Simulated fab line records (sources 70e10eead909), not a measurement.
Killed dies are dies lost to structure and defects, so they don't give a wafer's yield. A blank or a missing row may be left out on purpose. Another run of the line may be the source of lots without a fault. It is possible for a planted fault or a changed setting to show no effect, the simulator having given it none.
fab line records :: flow nand_harc
record
  lots=6
  wafers=16
  last_day=34
route steps=1302 shown THIN_TSV@1282
lots that met no fault: taken from a fault-free run of the same line
start_h: hours from the record's opening day to when the first of the lot's shown wafers began :: wait_h: time in hours since the lot's previous step :: " as in the row above :: L1.1+2: a single row standing in for several wafers :: - no value present, or no start provided :: * or withheld: withheld :: < > ~ a bound
route shown NAME@n: names a module that has steps shown in the file, with the first one's number in the route :: usual: the fault-free wafers' mean and standard deviation :: same: alike in all rows :: chamber/n: place in a boat :: sites: each site's reading :: _std_site: how widely they spread, as a standard deviation :: _edge_site: the outer-site mean with the inner-site mean subtracted :: radius_mm: how far each site lies from the wafer's centre :: mask NAME#n: copy n :: behind: the tool/chamber that last shaped the wafer :: hold: the reason the lot was held/the length of the hold in hours/how it ended :: device: whichever transistor did not switch (one of n, p or np) :: end of line: the same wafers' tests at the end of the route :: a step given without rows: its recipe and nothing more :: killed: not the wafer's yield, but the dies lost to structure and defects at the first sort :: map: per-die view of a wafer (x killed, . not killed, _ where there is no die)
set.NAME: the setting the step ran with; set.NAME@STEP: the setting that earlier step ran with :: model.NAME: the simulator's own value behind a step, which no gauge read
certain route steps with their lots: each step a table, each wafer a row
services: from which hour (start_h, from the record's first day; less than 0 if before it) a tool's chamber was out of use, for how many hours, and why
## steps
# step NHARC_THIN_TSV_PVD_24
# recipe
  target_thk_a=8000
  power_w=withheld
  chamber_pressure_pa=withheld
  substrate_temp_c=withheld
  time_s=withheld
  gas=Ar
  material=Al
# step NHARC_THIN_TSV_DEHYDRATE_25
# recipe
  temp_c=150
  time_s=120
# step NHARC_THIN_TSV_HMDS_26
# recipe
  time_s=30
# step NHARC_THIN_TSV_COAT_27
# recipe
  spin_rpm=*
# step NHARC_THIN_TSV_SOFTBAKE_28
# recipe
  temp_c=122
  time_s=95
# step NHARC_THIN_TSV_EBR_29
# step NHARC_THIN_TSV_EXPOSE_30
# recipe
  na=0.55
  dose_mj=11.47
  mask_id=PAD
# step NHARC_THIN_TSV_PEB_31
# recipe
  peb_temp_c=118
  peb_time_s=85
# step NHARC_THIN_TSV_DEVELOP_32
# recipe
  time_s=70
# step NHARC_THIN_TSV_CD_MEAS_33
# recipe
  target_cd_nm=5000
  landing_energy_ev=500
# usual
  cd_nm=4998.8/2
lot.wafer: L188.4
tool: cd_sem-02
chamber: 0
start_h: 561.29
wait_h: -
cd_nm: 5002.1

lot.wafer: L188.5
tool: cd_sem-02
chamber: 0
start_h: 561.29
wait_h: -
cd_nm: 5003.8

lot.wafer: L188.6
tool: cd_sem-02
chamber: 0
start_h: 561.29
wait_h: -
cd_nm: 5001.0

lot.wafer: L193.2
tool: cd_sem-02
chamber: 0
start_h: 651.34
wait_h: -
cd_nm: 5000.6

lot.wafer: L193.5
tool: cd_sem-02
chamber: 0
start_h: 651.34
wait_h: -
cd_nm: 4996.2

lot.wafer: L193.6
tool: cd_sem-02
chamber: 0
start_h: 651.34
wait_h: -
cd_nm: 4996.8

lot.wafer: L200.2
tool: cd_sem-02
chamber: 0
start_h: 693.86
wait_h: -
cd_nm: 5001.3

lot.wafer: L200.4
tool: cd_sem-02
chamber: 0
start_h: 693.86
wait_h: -
cd_nm: 4999.5

lot.wafer: L202.4
tool: cd_sem-02
chamber: 0
start_h: 698.51
wait_h: -
cd_nm: 4997.4

lot.wafer: L202.5
tool: cd_sem-02
chamber: 0
start_h: 698.51
wait_h: -
cd_nm: 4998.4

lot.wafer: L202.6
tool: cd_sem-02
chamber: 0
start_h: 698.51
wait_h: -
cd_nm: 4994.8

lot.wafer: L203.2
tool: cd_sem-02
chamber: 0
start_h: 699.67
wait_h: -
cd_nm: 4998.8

lot.wafer: L203.4
tool: cd_sem-02
chamber: 0
start_h: 699.67
wait_h: -
cd_nm: 4997.5

lot.wafer: L209.3
tool: cd_sem-02
chamber: 0
start_h: 790.47
wait_h: -
cd_nm: 4999.5

lot.wafer: L209.4
tool: cd_sem-02
chamber: 0
start_h: 790.47
wait_h: -
cd_nm: 4998.3

lot.wafer: L209.6
tool: cd_sem-02
chamber: 0
start_h: 790.47
wait_h: -
cd_nm: 5000.1
# step NHARC_THIN_TSV_HARDBAKE_34
# recipe
  temp_c=125
  time_s=80
# step NHARC_THIN_TSV_DESCUM_35
# recipe
  time_s=3
  o2_flow_sccm=200
  ar_flow_sccm=0
  bias_power_w=0
  chemistry=O2
# usual
  drypump_motor_current_A=5.7/0.48
  mfc_ar_sccm=0.005/0.0074
  oes_product_au=1.000/0.0099
  rf_vpp_V=58.0/0.95
  showerhead_plenum_p_Torr=1.96/0.093
  throttle_valve_pct=11.311/0.0091
lot.wafer: L188.5
tool: rie_diel-04
chamber: 2
start_h: 561.49
wait_h: -
drypump_motor_current_A: 5.6
mfc_ar_sccm: 0.018
oes_product_au: 0.998
rf_hours_counter_h: -
rf_vpp_V: 58.1
showerhead_plenum_p_Torr: 1.97
throttle_valve_pct: 11.327

lot.wafer: L188.6
tool: rie_diel-04
chamber: 3
start_h: 561.49
wait_h: -
drypump_motor_current_A: 6.5
mfc_ar_sccm: 0
oes_product_au: 0.989
rf_hours_counter_h: -
rf_vpp_V: 58.8
showerhead_plenum_p_Torr: 2.05
throttle_valve_pct: 11.312

lot.wafer: L188.4
tool: rie_diel-04
chamber: 0
start_h: 561.49
wait_h: -
drypump_motor_current_A: 5.4
mfc_ar_sccm: 0
oes_product_au: 1.003
rf_hours_counter_h: -
rf_vpp_V: 58.0
showerhead_plenum_p_Torr: 1.97
throttle_valve_pct: 11.299

lot.wafer: L193.2
tool: rie_diel-03
chamber: 0
start_h: 651.49
wait_h: -
drypump_motor_current_A: 6.0
mfc_ar_sccm: 0.006
oes_product_au: 0.998
rf_hours_counter_h: 0.9
rf_vpp_V: 56.5
showerhead_plenum_p_Torr: 1.90
throttle_valve_pct: 11.313

lot.wafer: L193.6
tool: rie_diel-03
chamber: 0
start_h: 651.49
wait_h: -
drypump_motor_current_A: 5.9
mfc_ar_sccm: 0.006
oes_product_au: 0.997
rf_hours_counter_h: -
rf_vpp_V: 58.0
showerhead_plenum_p_Torr: 1.90
throttle_valve_pct: 11.306

lot.wafer: L193.5
tool: rie_diel-03
chamber: 1
start_h: 651.49
wait_h: -
drypump_motor_current_A: 6.3
mfc_ar_sccm: 0
oes_product_au: 0.986
rf_hours_counter_h: -
rf_vpp_V: 59.2
showerhead_plenum_p_Torr: 2.04
throttle_valve_pct: 11.297

lot.wafer: L200.4
tool: rie_diel-04
chamber: 0
start_h: 694.02
wait_h: -
drypump_motor_current_A: 5.5
mfc_ar_sccm: 0
oes_product_au: 1.001
rf_hours_counter_h: 9.4
rf_vpp_V: 57.6
showerhead_plenum_p_Torr: 1.96
throttle_valve_pct: 11.329

lot.wafer: L200.2
tool: rie_diel-04
chamber: 1
start_h: 694.02
wait_h: -
drypump_motor_current_A: 5.4
mfc_ar_sccm: 0.023
oes_product_au: 1.001
rf_hours_counter_h: 9.8
rf_vpp_V: 58.2
showerhead_plenum_p_Torr: 2.05
throttle_valve_pct: 11.312

lot.wafer: L202.4
tool: rie_diel-03
chamber: 2
start_h: 698.68
wait_h: -
drypump_motor_current_A: 5.7
mfc_ar_sccm: 0
oes_product_au: 0.997
rf_hours_counter_h: 3.9
rf_vpp_V: 57.9
showerhead_plenum_p_Torr: 1.79
throttle_valve_pct: 11.308

lot.wafer: L202.6
tool: rie_diel-03
chamber: 0
start_h: 698.68
wait_h: -
drypump_motor_current_A: 5.9
mfc_ar_sccm: 0.006
oes_product_au: 1.008
rf_hours_counter_h: -
rf_vpp_V: 57.0
showerhead_plenum_p_Torr: 1.90
throttle_valve_pct: 11.310

lot.wafer: L202.5
tool: rie_diel-03
chamber: 1
start_h: 698.68
wait_h: -
drypump_motor_current_A: 6.3
mfc_ar_sccm: 0
oes_product_au: 1.014
rf_hours_counter_h: -
rf_vpp_V: 59.6
showerhead_plenum_p_Torr: 2.04
throttle_valve_pct: 11.296

lot.wafer: L203.2
tool: rie_diel-01
chamber: 2
start_h: 699.86
wait_h: -
drypump_motor_current_A: 6.3
mfc_ar_sccm: 0
oes_product_au: 1.006
rf_hours_counter_h: 8.2
rf_vpp_V: 58.4
showerhead_plenum_p_Torr: 2.03
throttle_valve_pct: 11.309

lot.wafer: L203.4
tool: rie_diel-01
chamber: 3
start_h: 699.86
wait_h: -
drypump_motor_current_A: 6.0
mfc_ar_sccm: 0
oes_product_au: 0.986
rf_hours_counter_h: 8.3
rf_vpp_V: 56.9
showerhead_plenum_p_Torr: 1.78
throttle_valve_pct: 11.301

lot.wafer: L209.3
tool: rie_diel-01
chamber: 1
start_h: 790.63
wait_h: -
drypump_motor_current_A: 5.3
mfc_ar_sccm: 0.014
oes_product_au: 1.017
rf_hours_counter_h: 4.1
rf_vpp_V: 58.0
showerhead_plenum_p_Torr: 2.05
throttle_valve_pct: 11.314

lot.wafer: L209.4
tool: rie_diel-01
chamber: 3
start_h: 790.63
wait_h: -
drypump_motor_current_A: 6.0
mfc_ar_sccm: 0
oes_product_au: 0.987
rf_hours_counter_h: 3.9
rf_vpp_V: 56.9
showerhead_plenum_p_Torr: 1.78
throttle_valve_pct: 11.311

lot.wafer: L209.6
tool: rie_diel-01
chamber: 1
start_h: 790.63
wait_h: -
drypump_motor_current_A: 5.3
mfc_ar_sccm: 0.014
oes_product_au: 1.003
rf_hours_counter_h: -
rf_vpp_V: 59.6
showerhead_plenum_p_Torr: 2.05
throttle_valve_pct: 11.320
# step NHARC_THIN_TSV_ETCH_59
# recipe
  target_depth_a=8800
  icp_w=900
  bias_w=100
  Cl2_flow_sccm=60
  bcl3_flow_sccm=30
  time_s=138.1
  chemistry=Cl2/BCl3
# usual
  drypump_motor_current_A=5.9/0.36
  oes_product_au=1.000/0.011
  throttle_valve_pct=22.264/0.0087
lot.wafer: L188.4
tool: rie_metal-02
chamber: 1
start_h: 561.69
wait_h: 0.2
drypump_motor_current_A: 5.4
oes_product_au: 1.000
rf_hours_counter_h: -
throttle_valve_pct: 22.271

lot.wafer: L188.6
tool: rie_metal-02
chamber: 0
start_h: 561.69
wait_h: 0.2
drypump_motor_current_A: 5.9
oes_product_au: 1.011
rf_hours_counter_h: -
throttle_valve_pct: 22.273

lot.wafer: L188.5
tool: rie_metal-02
chamber: 1
start_h: 561.69
wait_h: 0.2
drypump_motor_current_A: 5.4
oes_product_au: 0.999
rf_hours_counter_h: -
throttle_valve_pct: 22.275

lot.wafer: L193.2
tool: rie_metal-03
chamber: 0
start_h: 651.66
wait_h: 0.2
drypump_motor_current_A: 5.9
oes_product_au: 0.999
rf_hours_counter_h: 2.1
throttle_valve_pct: 22.267

lot.wafer: L193.5
tool: rie_metal-03
chamber: 1
start_h: 651.66
wait_h: 0.2
drypump_motor_current_A: 5.9
oes_product_au: 0.990
rf_hours_counter_h: -
throttle_valve_pct: 22.264

lot.wafer: L193.6
tool: rie_metal-03
chamber: 0
start_h: 651.66
wait_h: 0.2
drypump_motor_current_A: 5.9
oes_product_au: 1.004
rf_hours_counter_h: -
throttle_valve_pct: 22.270

lot.wafer: L200.2
tool: rie_metal-02
chamber: 1
start_h: 694.18
wait_h: 0.1
drypump_motor_current_A: 5.4
oes_product_au: 0.948
rf_hours_counter_h: 0.7
throttle_valve_pct: 22.277

lot.wafer: L200.4
tool: rie_metal-02
chamber: 1
start_h: 694.18
wait_h: 0.1
drypump_motor_current_A: 5.4
oes_product_au: 1.021
rf_hours_counter_h: -
throttle_valve_pct: 22.265

lot.wafer: L202.4
tool: rie_metal-01
chamber: 1
start_h: 698.89
wait_h: 0.2
drypump_motor_current_A: 6.1
oes_product_au: 1.000
rf_hours_counter_h: -
throttle_valve_pct: 22.247

lot.wafer: L202.5
tool: rie_metal-01
chamber: 0
start_h: 698.89
wait_h: 0.2
drypump_motor_current_A: 6.6
oes_product_au: 0.994
rf_hours_counter_h: -
throttle_valve_pct: 22.271

lot.wafer: L202.6
tool: rie_metal-01
chamber: 1
start_h: 698.89
wait_h: 0.2
drypump_motor_current_A: 6.2
oes_product_au: 0.997
rf_hours_counter_h: -
throttle_valve_pct: 22.280

lot.wafer: L203.2
tool: rie_metal-02
chamber: 0
start_h: 699.96
wait_h: 0.1
drypump_motor_current_A: 6.0
oes_product_au: 0.945
rf_hours_counter_h: 1.2
throttle_valve_pct: 22.255

lot.wafer: L203.4
tool: rie_metal-02
chamber: 0
start_h: 699.96
wait_h: 0.1
drypump_motor_current_A: 5.9
oes_product_au: 1.026
rf_hours_counter_h: -
throttle_valve_pct: 22.275

lot.wafer: L209.4
tool: rie_metal-02
chamber: 0
start_h: 790.83
wait_h: 0.2
drypump_motor_current_A: 6.0
oes_product_au: 1.004
rf_hours_counter_h: -
throttle_valve_pct: 22.270

lot.wafer: L209.3
tool: rie_metal-02
chamber: 1
start_h: 790.83
wait_h: 0.2
drypump_motor_current_A: 5.4
oes_product_au: 1.005
rf_hours_counter_h: -
throttle_valve_pct: 22.256

lot.wafer: L209.6
tool: rie_metal-02
chamber: 0
start_h: 790.83
wait_h: 0.2
drypump_motor_current_A: 6.0
oes_product_au: 1.000
rf_hours_counter_h: -
throttle_valve_pct: 22.258
# step NHARC_THIN_TSV_ETCH_36
# recipe
  target_depth_a=650
  over_etch_frac=0.3
  time_s=18.571
  ion_energy_ev=150
  chemistry=Cl2/BCl3
# usual
  drypump_motor_current_A=5.9/0.36
  oes_product_au=1.000/0.011
lot.wafer: L188.4
tool: rie_metal-02
chamber: 1
start_h: 561.86
wait_h: 0.1
drypump_motor_current_A: 5.4
oes_product_au: 0.999
rf_hours_counter_h: -

lot.wafer: L188.5
tool: rie_metal-02
chamber: 0
start_h: 561.86
wait_h: 0.1
drypump_motor_current_A: 5.9
oes_product_au: 1.008
rf_hours_counter_h: -

lot.wafer: L188.6
tool: rie_metal-02
chamber: 1
start_h: 561.86
wait_h: 0.1
drypump_motor_current_A: 5.4
oes_product_au: 0.992
rf_hours_counter_h: -

lot.wafer: L193.2
tool: rie_metal-03
chamber: 0
start_h: 651.88
wait_h: 0.2
drypump_motor_current_A: 5.9
oes_product_au: 0.984
rf_hours_counter_h: 2.3

lot.wafer: L193.6
tool: rie_metal-03
chamber: 0
start_h: 651.88
wait_h: 0.2
drypump_motor_current_A: 5.9
oes_product_au: 0.996
rf_hours_counter_h: -

lot.wafer: L193.5
tool: rie_metal-03
chamber: 1
start_h: 651.88
wait_h: 0.2
drypump_motor_current_A: 5.8
oes_product_au: 0.977
rf_hours_counter_h: -

lot.wafer: L200.2
tool: rie_metal-02
chamber: 1
start_h: 694.41
wait_h: 0.2
drypump_motor_current_A: 5.4
oes_product_au: 1.018
rf_hours_counter_h: 0.9

lot.wafer: L200.4
tool: rie_metal-02
chamber: 0
start_h: 694.41
wait_h: 0.2
drypump_motor_current_A: 6.0
oes_product_au: 1.009
rf_hours_counter_h: -

lot.wafer: L202.4
tool: rie_metal-01
chamber: 0
start_h: 699.05
wait_h: 0.1
drypump_motor_current_A: 6.6
oes_product_au: 0.988
rf_hours_counter_h: -

lot.wafer: L202.5
tool: rie_metal-01
chamber: 0
start_h: 699.05
wait_h: 0.1
drypump_motor_current_A: 6.6
oes_product_au: 0.982
rf_hours_counter_h: -

lot.wafer: L202.6
tool: rie_metal-01
chamber: 1
start_h: 699.05
wait_h: 0.1
drypump_motor_current_A: 6.1
oes_product_au: 0.997
rf_hours_counter_h: -

lot.wafer: L203.2
tool: rie_metal-02
chamber: 0
start_h: 700.22
wait_h: 0.2
drypump_motor_current_A: 5.9
oes_product_au: 1.013
rf_hours_counter_h: 1.3

lot.wafer: L203.4
tool: rie_metal-02
chamber: 0
start_h: 700.22
wait_h: 0.2
drypump_motor_current_A: 5.9
oes_product_au: 1.012
rf_hours_counter_h: -

lot.wafer: L209.3
tool: rie_metal-02
chamber: 0
start_h: 791.02
wait_h: 0.1
drypump_motor_current_A: 6.0
oes_product_au: 1.010
rf_hours_counter_h: -

lot.wafer: L209.4
tool: rie_metal-02
chamber: 1
start_h: 791.02
wait_h: 0.1
drypump_motor_current_A: 5.4
oes_product_au: 1.006
rf_hours_counter_h: -

lot.wafer: L209.6
tool: rie_metal-02
chamber: 1
start_h: 791.02
wait_h: 0.1
drypump_motor_current_A: 5.4
oes_product_au: 1.004
rf_hours_counter_h: -
## services
tool: rie_diel-01
chamber: 3
start_h: 554.33
hours: 4.1
kind: repair

tool: rie_metal-01
chamber: -
start_h: 554.46
hours: 1.6
kind: repair

tool: rie_diel-01
chamber: -
start_h: 557.82
hours: 9.0
kind: pm

tool: rie_diel-04
chamber: 1
start_h: 561.06
hours: 3.0
kind: repair

tool: rie_metal-01
chamber: -
start_h: 575.00
hours: 9.0
kind: pm

tool: rie_diel-04
chamber: -
start_h: 583.21
hours: 1.2
kind: repair

tool: rie_metal-01
chamber: 1
start_h: 606.74
hours: 1.8
kind: repair

tool: rie_metal-02
chamber: -
start_h: 631.00
hours: 9.0
kind: pm

tool: rie_diel-03
chamber: -
start_h: 635.30
hours: 9.0
kind: pm

tool: rie_diel-01
chamber: 1
start_h: 642.48
hours: 3.9
kind: repair

tool: rie_diel-03
chamber: 0
start_h: 662.72
hours: 15.4
kind: repair

tool: rie_diel-04
chamber: 2
start_h: 663.02
hours: 22.0
kind: repair

tool: rie_diel-03
chamber: 1
start_h: 672.78
hours: 2.8
kind: repair

tool: rie_diel-04
chamber: 0
start_h: 683.46
hours: 8.5
kind: repair

tool: rie_diel-03
chamber: -
start_h: 692.76
hours: 2.2
kind: repair

tool: rie_metal-03
chamber: -
start_h: 696.00
hours: 9.0
kind: pm

tool: rie_diel-03
chamber: 0
start_h: 708.93
hours: 1.6
kind: repair

tool: rie_diel-04
chamber: -
start_h: 708.99
hours: 9.0
kind: pm

tool: rie_diel-01
chamber: 2
start_h: 724.30
hours: 7.4
kind: repair

tool: rie_diel-01
chamber: -
start_h: 734.82
hours: 9.0
kind: pm

tool: rie_diel-04
chamber: 3
start_h: 736.89
hours: 9.0
kind: repair

tool: rie_metal-01
chamber: -
start_h: 752.00
hours: 9.0
kind: pm

tool: rie_diel-04
chamber: 1
start_h: 774.10
hours: 19.5
kind: repair

tool: rie_metal-02
chamber: 1
start_h: 774.58
hours: 1.9
kind: repair
## key
first_sign
  step=NHARC_THIN_TSV_ETCH_59
  reading=oes_product_au
  direction=down
  sigmas=4.7
  usual=1.000
  struck=0.947
effect none on later readings
met_at NHARC_THIN_TSV_ETCH_59
struck_wafers L200.2,L203.2
later_rows_left_out L200.2,L203.2
sort_left_out L200.2,L203.2
onset_between 561.69 694.18
fault
  kind=process_parameter_drift
  tool=rie_metal-02
  chamber=-
  onset_h=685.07
  steps=NHARC_THIN_TSV_ETCH_59
  channel=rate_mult
  offset=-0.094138
  shape=step
  end_h=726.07
  scope=struck_wafers_only
# sort_left_out: the simulated sort isn't trusted on such a fault, so these wafers' sort isn't shown, and their yield isn't known
# later_rows_left_out: the simulator's readings of these wafers behind a module that went badly wrong aren't trusted and aren't shown, but for the sort
